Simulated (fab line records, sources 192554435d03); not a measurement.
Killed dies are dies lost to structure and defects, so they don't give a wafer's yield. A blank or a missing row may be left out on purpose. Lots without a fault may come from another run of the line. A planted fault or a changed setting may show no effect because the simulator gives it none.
Which tool did it? | flow n5_finfet | 24 lots, 72 wafers sampled, at 5 steps of a route of 1938

WHAT THE GAUGES READ, wafer by wafer
N5_BEOL_M11_RS_MEAS_57: measures by four-point-probe. Usual: M11_RS 0.151 ohm/sq, standard deviation 0.0043.
lot  | measured     | on            | M11_RS (ohm/sq)   | flag
L074 | day 11 06:49 | film_metro-02 | 0.161 0.154 0.151 |
L075 | day 12 02:55 | film_metro-01 | 0.151 0.150 0.157 |
L076 | day 12 04:06 | film_metro-01 | 0.145 0.158 0.155 |
L077 | day 12 08:39 | film_metro-02 | 0.159 0.144 0.152 |
L079 | day 12 09:23 | film_metro-01 | 0.159 0.153 0.145 |
L078 | day 12 12:56 | film_metro-02 | 0.148 0.149 0.147 |
L080 | day 12 13:09 | film_metro-02 | 0.163 0.146 0.156 |
L081 | day 12 21:46 | film_metro-02 | 0.152 0.160 0.151 |
L083 | day 13 17:19 | film_metro-02 | 0.144 0.150 0.143 |
L082 | day 13 20:49 | film_metro-02 | 0.149 0.147 0.150 |
L084 | day 14 00:21 | film_metro-02 | 0.150 0.150 0.150 |
L086 | day 14 09:09 | film_metro-01 | 0.150 0.150 0.149 |
L087 | day 14 23:12 | film_metro-02 | 0.152 0.150 0.148 |
L088 | day 15 00:51 | film_metro-02 | 0.154 0.144 0.144 |
L085 | day 15 01:49 | film_metro-01 | 0.157 0.143 0.144 |
L090 | day 15 14:43 | film_metro-02 | 0.149 0.150 0.152 |
L091 | day 15 22:13 | film_metro-02 | 0.150 0.149 0.144 |
L089 | day 16 02:48 | film_metro-01 | 0.151 0.153 0.150 |
L093 | day 16 09:11 | film_metro-01 | 0.147 0.149 0.146 |
L092 | day 16 18:18 | film_metro-01 | 0.147 0.146 0.148 |
L096 | day 16 19:05 | film_metro-01 | 0.150 0.150 0.150 |
L094 | day 16 20:47 | film_metro-01 | 0.146 0.151 0.154 |
L095 | day 16 21:02 | film_metro-01 | 0.152 0.151 0.152 |
L097 | day 18 00:19 | film_metro-02 | 0.149 0.151 0.147 |

WHICH TOOL RAN EACH LOT (tool, then ch and the chambers of the sampled wafers, then the start)
lot  | N5_BEOL_M11_DESCUM_33              | N5_BEOL_M11_ETCH_41                           | N5_BEOL_M11_SURFACE_TREAT_76 | N5_BEOL_M11_ANNEAL_51
L074 | rie_diel-04 ch 0,1,2, day 11 03:58 | rie_diel-04 ch 0,1,2, day 11 05:33 or earlier | pvd_sputter-02, day 11 05:33 | rtp_anneal-02 ch 0, day 11 06:04
L075 | rie_diel-04 ch 1,2,3, day 11 23:56 | rie_diel-04 ch 1,2,3, day 12 01:28 or earlier | pvd_sputter-01, day 12 01:28 | rtp_anneal-01 ch 0, day 12 02:15
L076 | rie_diel-01 ch 0,1,2, day 12 00:31 | rie_diel-01 ch 0,1,2, day 12 02:44 or earlier | pvd_sputter-03, day 12 02:44 | rtp_anneal-01 ch 0, day 12 03:29
L077 | rie_diel-01 ch 1,2,3, day 12 05:29 | rie_diel-01 ch 1,2,3, day 12 07:11 or earlier | pvd_sputter-02, day 12 07:11 | rtp_anneal-01 ch 0, day 12 07:56
L079 | rie_diel-01 ch 1,2,3, day 12 06:14 | rie_diel-01 ch 1,2,3, day 12 08:08 or earlier | pvd_sputter-01, day 12 08:08 | rtp_anneal-01 ch 0, day 12 08:40
L078 | rie_diel-03 ch 0,3, day 12 08:30   | rie_diel-03 ch 0,3, day 12 11:18 or earlier   | pvd_sputter-03, day 12 11:18 | rtp_anneal-01 ch 0, day 12 12:20
L080 | rie_diel-01 ch 0,1,2, day 12 10:10 | rie_diel-01 ch 0,1,2, day 12 11:45 or earlier | pvd_sputter-01, day 12 11:45 | rtp_anneal-02 ch 0, day 12 12:19
L081 | rie_diel-04 ch 2,3, day 12 17:52   | rie_diel-04 ch 2,3, day 12 19:29 or earlier   | pvd_sputter-02, day 12 19:29 | rtp_anneal-01 ch 0, day 12 21:06
L083 | rie_diel-01 ch 0,2, day 13 13:01   | rie_diel-01 ch 0,2, day 13 15:02 or earlier   | pvd_sputter-01, day 13 15:02 | rtp_anneal-01 ch 0, day 13 16:41
L082 | rie_diel-04 ch 0,3, day 13 17:02   | rie_diel-04 ch 0,3, day 13 19:01 or earlier   | pvd_sputter-01, day 13 19:01 | rtp_anneal-01 ch 0, day 13 20:08
L084 | rie_diel-03 ch 0,1,3, day 13 21:39 | rie_diel-03 ch 0,1,3, day 13 23:11 or earlier | pvd_sputter-03, day 13 23:11 | rtp_anneal-01 ch 0, day 13 23:38
L086 | rie_diel-03 ch 1,2,3, day 14 05:15 | rie_diel-03 ch 1,2,3, day 14 07:05 or earlier | pvd_sputter-02, day 14 07:05 | rtp_anneal-01 ch 0, day 14 08:25
L087 | rie_diel-04 ch 0,1,2, day 14 20:19 | rie_diel-04 ch 0,1,2, day 14 22:01 or earlier | pvd_sputter-03, day 14 22:01 | rtp_anneal-02 ch 0, day 14 22:29
L088 | rie_diel-01 ch 0,1,3, day 14 20:51 | rie_diel-01 ch 0,1,3, day 14 22:58 or earlier | pvd_sputter-01, day 14 22:58 | rtp_anneal-02 ch 0, day 15 00:08
L085 | rie_diel-01 ch 0,1,3, day 14 21:19 | rie_diel-01 ch 0,1,3, day 14 23:48 or earlier | pvd_sputter-02, day 14 23:48 | rtp_anneal-01 ch 0, day 15 00:50
L090 | rie_diel-04 ch 0,2,3, day 15 10:52 | rie_diel-04 ch 0,2,3, day 15 12:35 or earlier | pvd_sputter-03, day 15 12:35 | rtp_anneal-01 ch 0, day 15 13:44
L091 | rie_diel-04 ch 0,2,3, day 15 17:46 | rie_diel-04 ch 0,2,3, day 15 19:38 or earlier | pvd_sputter-02, day 15 19:38 | rtp_anneal-02 ch 0, day 15 21:33
L089 | rie_diel-04 ch 0,1,2, day 15 22:28 | rie_diel-04 ch 0,1,2, day 16 00:15 or earlier | pvd_sputter-03, day 16 00:15 | rtp_anneal-02 ch 0, day 16 02:07
L093 | rie_diel-04 ch 0,3, day 16 05:46   | rie_diel-04 ch 0,3, day 16 07:43 or earlier   | pvd_sputter-03, day 16 07:43 | rtp_anneal-01 ch 0, day 16 08:28
L092 | rie_diel-01 ch 0,3, day 16 14:49   | rie_diel-01 ch 0,3, day 16 16:34 or earlier   | pvd_sputter-02, day 16 16:34 | rtp_anneal-02 ch 0, day 16 17:38
L096 | rie_diel-03 ch 2,3, day 16 15:10   | rie_diel-03 ch 2,3, day 16 16:38 or earlier   | pvd_sputter-02, day 16 16:38 | rtp_anneal-01 ch 0, day 16 18:22
L094 | rie_diel-01 ch 2,3, day 16 17:15   | rie_diel-01 ch 2,3, day 16 19:19 or earlier   | pvd_sputter-03, day 16 19:19 | rtp_anneal-02 ch 0, day 16 20:05
L095 | rie_diel-03 ch 1,2,3, day 16 17:25 | rie_diel-03 ch 1,2,3, day 16 19:25 or earlier | pvd_sputter-01, day 16 19:25 | rtp_anneal-01 ch 0, day 16 20:19
L097 | rie_diel-03 ch 2,3, day 17 21:11   | rie_diel-03 ch 2,3, day 17 22:56 or earlier   | pvd_sputter-02, day 17 22:56 | rtp_anneal-01 ch 0, day 17 23:36
- N5_BEOL_M11_DESCUM_33: chemistry O2, time 7.9 s.
- N5_BEOL_M11_ETCH_41: etches SiCN in CH3F/O2, target depth 42.6 nm, time 86 s.
- N5_BEOL_M11_SURFACE_TREAT_76
- N5_BEOL_M11_ANNEAL_51: time 90 s.

WHAT THE TOOLS THEMSELVES READ (means of the sampled wafers that have a number; where no wafer has one, the mark that the record gives instead)
N5_BEOL_M11_DESCUM_33. Usual: drypump_motor_current_A 5.5 A, standard deviation 0.47; oes_product_au 0.80 a.u., standard deviation 0.08; rf_vpp_V 243.3 V, standard deviation 1.5; showerhead_plenum_p_Torr 2.09 Torr, standard deviation 0.078; throttle_valve_pct 20.45 %, standard deviation 0.22.
lot  | tool        | drypump_motor_current_A (A) | oes_product_au (a.u.) | rf_vpp_V (V) | showerhead_plenum_p_Torr (Torr) | throttle_valve_pct (%) | flag
L074 | rie_diel-04 | 5.2                         | 0.79                  | 242.7        | 2.06                            | 20.43                  |
L075 | rie_diel-04 | 5.7                         | 0.73                  | 242.1        | 2.04                            | 20.52                  |
L076 | rie_diel-01 | 5.3                         | 0.84                  | 243.4        | 2.08                            | 20.51                  |
L077 | rie_diel-01 | 5.4                         | 0.82                  | 242.7        | 2.06                            | 20.41                  |
L079 | rie_diel-01 | 5.4                         | 0.82                  | 242.7        | 2.06                            | 20.41                  |
L078 | rie_diel-03 | 5.8                         | 0.84                  | 242.7        | 2.09                            | 20.38                  |
L080 | rie_diel-01 | 5.3                         | 0.83                  | 244.1        | 2.08                            | 20.53                  |
L081 | rie_diel-04 | 5.8                         | 0.71                  | 242.3        | 2.03                            | 20.53                  |
L083 | rie_diel-01 | 5.4                         | 0.89                  | 244.4        | 2.16                            | 20.42                  |
L082 | rie_diel-04 | 5.7                         | 0.81                  | 243.0        | 2.08                            | 20.40                  |
L084 | rie_diel-03 | 5.6                         | 0.80                  | 243.5        | 2.11                            | 20.50                  |
L086 | rie_diel-03 | 5.6                         | 0.77                  | 242.9        | 2.07                            | 20.55                  |
L087 | rie_diel-04 | 5.2                         | 0.86                  | 244.5        | 2.13                            | 20.30                  |
L088 | rie_diel-01 | 5.3                         | 0.82                  | 243.7        | 2.11                            | 20.50                  |
L085 | rie_diel-01 | 5.3                         | 0.82                  | 243.9        | 2.11                            | 20.49                  |
L090 | rie_diel-04 | 5.5                         | 0.83                  | 244.6        | 2.12                            | 20.31                  |
L091 | rie_diel-04 | 5.4                         | 0.84                  | 244.1        | 2.12                            | 20.30                  |
L089 | rie_diel-04 | 5.3                         | 0.86                  | 244.0        | 2.13                            | 20.31                  |
L093 | rie_diel-04 | 6.0                         | 0.76                  | 242.6        | 2.06                            | 20.51                  |
L092 | rie_diel-01 | 5.5                         | 0.84                  | 243.7        | 2.17                            | 20.29                  |
L096 | rie_diel-03 | 5.8                         | 0.78                  | 242.0        | 2.04                            | 20.47                  |
L094 | rie_diel-01 | 5.5                         | 0.83                  | 242.9        | 2.07                            | 20.30                  |
L095 | rie_diel-03 | 5.6                         | 0.75                  | 243.1        | 2.06                            | 20.58                  |
L097 | rie_diel-03 | 5.4                         | 0.77                  | 243.6        | 2.06                            | 20.44                  |

N5_BEOL_M11_ETCH_41. Usual: bias_w 74.94 W, standard deviation 0.23; drypump_motor_current_A 5.5 A, standard deviation 0.47; oes_product_au 0.80 a.u., standard deviation 0.08; rf_vpp_V 297.3 V, standard deviation 1.5; showerhead_plenum_p_Torr 2.00 Torr, standard deviation 0.067; throttle_valve_pct 16.34 %, standard deviation 0.29.
lot  | tool        | bias_w (W) | drypump_motor_current_A (A) | oes_product_au (a.u.) | rf_vpp_V (V) | showerhead_plenum_p_Torr (Torr) | throttle_valve_pct (%) | flag
L074 | rie_diel-04 | 74.83      | 5.2                         | 0.79                  | 297.0        | 1.97                            | 16.31                  |
L075 | rie_diel-04 | 74.72      | 5.6                         | 0.72                  | 296.8        | 1.95                            | 16.39                  |
L076 | rie_diel-01 | 74.93      | 5.3                         | 0.83                  | 296.6        | 1.98                            | 16.32                  |
L077 | rie_diel-01 | 74.90      | 5.4                         | 0.82                  | 297.0        | 1.97                            | 16.28                  |
L079 | rie_diel-01 | 74.98      | 5.4                         | 0.82                  | 296.1        | 1.97                            | 16.28                  |
L078 | rie_diel-03 | 74.82      | 5.8                         | 0.83                  | 297.6        | 2.01                            | 16.34                  |
L080 | rie_diel-01 | 74.85      | 5.3                         | 0.82                  | 296.8        | 1.98                            | 16.33                  |
L081 | rie_diel-04 | 75.14      | 5.8                         | 0.70                  | 296.2        | 1.95                            | 16.47                  |
L083 | rie_diel-01 | 75.03      | 5.3                         | 0.87                  | 297.9        | 2.04                            | 16.11                  |
L082 | rie_diel-04 | 74.85      | 5.7                         | 0.82                  | 297.5        | 2.01                            | 16.46                  |
L084 | rie_diel-03 | 74.97      | 5.6                         | 0.81                  | 297.3        | 2.01                            | 16.38                  |
L086 | rie_diel-03 | 75.00      | 5.6                         | 0.77                  | 297.1        | 1.98                            | 16.49                  |
L087 | rie_diel-04 | 74.72      | 5.2                         | 0.86                  | 298.2        | 2.04                            | 16.19                  |
L088 | rie_diel-01 | 75.18      | 5.4                         | 0.82                  | 297.2        | 2.02                            | 16.36                  |
L085 | rie_diel-01 | 74.99      | 5.3                         | 0.82                  | 297.5        | 2.02                            | 16.36                  |
L090 | rie_diel-04 | 75.10      | 5.5                         | 0.83                  | 297.5        | 2.04                            | 16.26                  |
L091 | rie_diel-04 | 75.35      | 5.5                         | 0.84                  | 297.8        | 2.04                            | 16.26                  |
L089 | rie_diel-04 | 75.01      | 5.3                         | 0.85                  | 298.1        | 2.04                            | 16.21                  |
L093 | rie_diel-04 | 74.62      | 6.0                         | 0.76                  | 297.1        | 2.00                            | 16.55                  |
L092 | rie_diel-01 | 74.86      | 5.5                         | 0.85                  | 298.1        | 2.06                            | 16.10                  |
L096 | rie_diel-03 | 75.03      | 5.8                         | 0.79                  | 296.8        | 1.98                            | 16.48                  |
L094 | rie_diel-01 | 74.77      | 5.5                         | 0.83                  | 296.5        | 1.96                            | 16.08                  |
L095 | rie_diel-03 | 74.82      | 5.6                         | 0.75                  | 296.5        | 1.98                            | 16.52                  |
L097 | rie_diel-03 | 75.00      | 5.5                         | 0.78                  | 296.8        | 1.99                            | 16.49                  |

N5_BEOL_M11_ANNEAL_51. Usual: wafer_temp_C_max 226.1, standard deviation 0.53.
lot  | tool          | wafer_temp_C_max | flag
L074 | rtp_anneal-02 | 226.6            |
L075 | rtp_anneal-01 | 225.8            |
L076 | rtp_anneal-01 | 225.8            |
L077 | rtp_anneal-01 | 225.9            |
L079 | rtp_anneal-01 | 225.6            |
L078 | rtp_anneal-01 | 225.6            |
L080 | rtp_anneal-02 | 226.8            |
L081 | rtp_anneal-01 | 225.7            |
L083 | rtp_anneal-01 | 225.8            |
L082 | rtp_anneal-01 | 225.8            |
L084 | rtp_anneal-01 | 225.8            |
L086 | rtp_anneal-01 | 225.9            |
L087 | rtp_anneal-02 | 226.8            |
L088 | rtp_anneal-02 | 226.7            |
L085 | rtp_anneal-01 | 226.1            |
L090 | rtp_anneal-01 | 225.9            |
L091 | rtp_anneal-02 | 227.0            |
L089 | rtp_anneal-02 | 227.0            |
L093 | rtp_anneal-01 | 225.8            |
L092 | rtp_anneal-02 | 226.6            |
L096 | rtp_anneal-01 | 225.7            |
L094 | rtp_anneal-02 | 226.7            |
L095 | rtp_anneal-01 | 225.8            |
L097 | rtp_anneal-01 | 226.0            |

THE ANSWER, worked out from the rows above alone
Rule: a lot is off if the mean of its wafers that have a number lies more than 3 standard deviations from the usual mean. A lot without any number at a reading at which 4 lots or more have one is off too. The other lots that the step has rows for count as sound. The gauges are gone through in route order, then the tools' own readings, and for those a lot's mean is taken as printed above. The first step at which some lot is off is used, and at that step the reading that is off furthest; a lot without a number counts as furthest.
No lot is off at any reading shown: from this, nothing can be told.

WHAT THE SIMULATOR HAD PUT IN
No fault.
